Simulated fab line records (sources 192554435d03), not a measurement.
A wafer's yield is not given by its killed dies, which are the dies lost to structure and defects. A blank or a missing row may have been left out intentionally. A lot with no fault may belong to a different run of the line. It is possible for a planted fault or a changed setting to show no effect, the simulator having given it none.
Matching of chambers || flow n5_finfet || N5_BEOL_M3_PRE_CLEAN_60 on cvd_co-02: 3 sister chambers
The step time 15 s. 16 wafers are shown with their chamber, then 7 later ones without.

WAFERS PAIRED WITH THEIR CHAMBERS
{"wafer": "L579.1", "chamber": 2, "heater_power_w (W)": 133}
{"wafer": "L579.3", "chamber": 0, "heater_power_w (W)": 82}
{"wafer": "L579.6", "chamber": 0, "heater_power_w (W)": 79}
{"wafer": "L585.2", "chamber": 2, "heater_power_w (W)": 136}
{"wafer": "L585.4", "chamber": 0, "heater_power_w (W)": 82}
{"wafer": "L585.5", "chamber": 1, "heater_power_w (W)": 101}
{"wafer": "L587.1", "chamber": 1, "heater_power_w (W)": 101}
{"wafer": "L587.3", "chamber": 2, "heater_power_w (W)": 134}
{"wafer": "L587.5", "chamber": 1, "heater_power_w (W)": 105}
{"wafer": "L592.2", "chamber": 0, "heater_power_w (W)": 84}
{"wafer": "L592.3", "chamber": 0, "heater_power_w (W)": 83}
{"wafer": "L592.5", "chamber": 0, "heater_power_w (W)": 84}
{"wafer": "L594.1", "chamber": 0, "heater_power_w (W)": 84}
{"wafer": "L594.5", "chamber": 0, "heater_power_w (W)": 81}
{"wafer": "L594.6", "chamber": 2, "heater_power_w (W)": 135}
{"wafer": "L598.3", "chamber": 2, "heater_power_w (W)": 131}

SIGNATURES, as means of the wafers listed above
{"reading": "heater_power_w", "chamber 0": 82.38, "chamber 1": 102.33, "chamber 2": 133.80, "scatter within a chamber": 1.91}
Rule: distance of a wafer from a chamber = root of the sum over the readings of ((wafer's reading minus chamber's mean) / reading's scatter) squared. If the next closest chamber is less than 2 further off than the closest, the wafer can't be placed; otherwise it belongs to the closest. How the scatter is found: for the shown wafers, subtract from each reading the mean of its chamber, square and add these, divide the total by (wafers less chambers), then take the root.

WAFERS WITH NO CHAMBER GIVEN
{"wafer": "L598.4", "heater_power_w (W)": 133}
{"wafer": "L598.6", "heater_power_w (W)": 83}
{"wafer": "L599.1", "heater_power_w (W)": 105}
{"wafer": "L599.5", "heater_power_w (W)": 86}
{"wafer": "L599.6", "heater_power_w (W)": 136}
{"wafer": "L601.5", "heater_power_w (W)": 104}
{"wafer": "L601.6", "heater_power_w (W)": 139}

CHAMBER TAKEN BY EACH
{"wafer": "L598.4", "from the rows above": 2, "in truth": 2}
{"wafer": "L598.6", "from the rows above": 0, "in truth": 0}
{"wafer": "L599.1", "from the rows above": 1, "in truth": 1}
{"wafer": "L599.5", "from the rows above": 0, "in truth": 0}
{"wafer": "L599.6", "from the rows above": 2, "in truth": 2}
{"wafer": "L601.5", "from the rows above": 1, "in truth": 1}
{"wafer": "L601.6", "from the rows above": 2, "in truth": 2}
Correctly placed: 7 of 7. From these rows, 0 cannot be placed. Placed wrongly: 0.
